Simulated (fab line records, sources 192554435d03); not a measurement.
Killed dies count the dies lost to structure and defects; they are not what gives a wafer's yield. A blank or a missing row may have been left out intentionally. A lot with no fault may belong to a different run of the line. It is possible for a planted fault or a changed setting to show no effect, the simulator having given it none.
Struck lot and sound lot, side by side | flow n5_finfet | 30 out of 1938 route steps
Sound: the wafers L941.4, L941.5, L941.6. The struck wafers were L936.3, L936.4, L936.6. The cause is named last.
Order at every step that has rows: each side's tool, ch and its chambers, its first start. Under that, the readings that differ: sound wafers | struck wafers | difference of the means | sigmas: that difference in standard deviations of wafers without a fault.
alike: a reading whose means differ by less than 2 such deviations, as well as words and numbers matching on both sides. not compared: withheld readings; readings where some wafer has no value; bounds like >300 that might hide an equal value; numbers whose values overlap and for which the record gives no deviation.
Wherever a step has rows on one side only, a row that says differs or no value, or a row with sigmas, the two part there. Non-overlapping numbers with no deviation appear without sigmas and do not part them. A reading that every wafer of one side lacks parts them only if that side has two wafers or more.

first, 11 steps without rows for these wafers: N5_BEOL_M10_PRECLEAN_42 (cleans in residue remover, time 60 s); N5_BEOL_M10_SRD_43 (time 30 s); N5_BEOL_M10_CURE_72 (cures SiCOH lowk, time 120 s); N5_BEOL_M10_DEGAS_44 (time 60 s); N5_BEOL_M10_PRE_CLEAN_45 (time 30 s); N5_BEOL_M10_ALD_74 (deposits TaN, target thk 2 nm, pulse time 2 s, purge time 3 s); N5_BEOL_M10_SURFACE_TREAT_76; N5_BEOL_M10_CVD_75 (deposits Co from CCTBA/H2, target thk 2 nm, time 138.9 s); N5_BEOL_M10_SPUTTER_48 (material Cu, target thk 12 nm, time 2 s); N5_BEOL_M10_ECD_50 (material Cu, target thk 318 nm); N5_BEOL_M10_ANNEAL_51 (time 90 s).
N5_BEOL_M10_CMP_52: polishes, stops on SiCOH lowk, t overpolish 7 s, target thk 140 nm.
  sound on cmp-03 ch 0,1,3, day 13 21:01; struck on cmp-02 ch 0,1,2, day 12 06:29
  alike: barrier_field_endpoint_s, edge_zone_pressure_frac, head_pressure_psi, motor_current_A, overpolish_run_s, retaining_ring_pressure_frac, time_to_endpoint_s
then, 2 steps without rows for these wafers: N5_BEOL_M10_PRE_CLEAN_55 (time 15 s); N5_BEOL_M10_DEP_56 (deposits SiCN from 3MS/NH3, target thk 15 nm, time 26.5 s).
N5_BEOL_M10_INSPECT_58: inspects for defects (darkfield).
  sound on defect_inspect-01, day 13 21:21; struck on defect_inspect-02, day 12 06:57
  reading          | sound    | struck         | difference | sigmas
  raw_defect_count | 41 76 97 | 1066 1155 1081 | +1029      | +43
then, 12 steps without rows for these wafers: N5_BEOL_M11_ILD_DEP_00 (deposits SiCOH lowk from DEMS/porogen, target thk 308.51 nm, time 58 s); N5_BEOL_M11_CURE_71 (cures SiCOH lowk, time 240 s); N5_BEOL_M11_PECVD_70 (deposits SiO2 from TEOS/O2, target thk 20 nm, time 22.7 s); N5_BEOL_M11_HM_DEP_02 (deposits TiN, target thk 20 nm); N5_BEOL_M11_COAT_59 (time 60 s, resist thk 100 nm); N5_BEOL_M11_COAT_60 (time 60 s, resist thk 30 nm); N5_BEOL_M11_COAT_05 (resist thk 90 nm); N5_BEOL_M11_EBR_07; N5_BEOL_M11_SOFTBAKE_06 (time 60 s); N5_BEOL_M11_EXPOSE_08 (exposes mask M11); N5_BEOL_M11_PEB_09 (peb time 60 s); N5_BEOL_M11_DEVELOP_10 (develop time 30 s).
N5_BEOL_M11_INSPECT_13: inspects for defects (brightfield).
  sound on defect_inspect-01, day 14 00:40; struck on defect_inspect-01, day 12 10:04
  reading          | sound       | struck         | difference | sigmas
  raw_defect_count | 474 607 535 | 1350 1489 1365 | +863       | +9
then, 1 step without rows for these wafers: N5_BEOL_M11_DESCUM_16 (chemistry O2, time 7.9 s).
-- here the record skips 2 days between the struck wafers' starts before and after, leaving off in module BEOL_M11 and picking up in module PASSIVATION (first step shown: number 1936 of the route) --
N5_PASSIVATION_PROBE_49:
  record: rows for the struck wafers here (prober-02, day 14 13:56), none for the sound ones

WHERE THEY PART
First at N5_BEOL_M10_INSPECT_58; last, within this record, at N5_PASSIVATION_PROBE_49.

WHY: whatever the simulator had introduced
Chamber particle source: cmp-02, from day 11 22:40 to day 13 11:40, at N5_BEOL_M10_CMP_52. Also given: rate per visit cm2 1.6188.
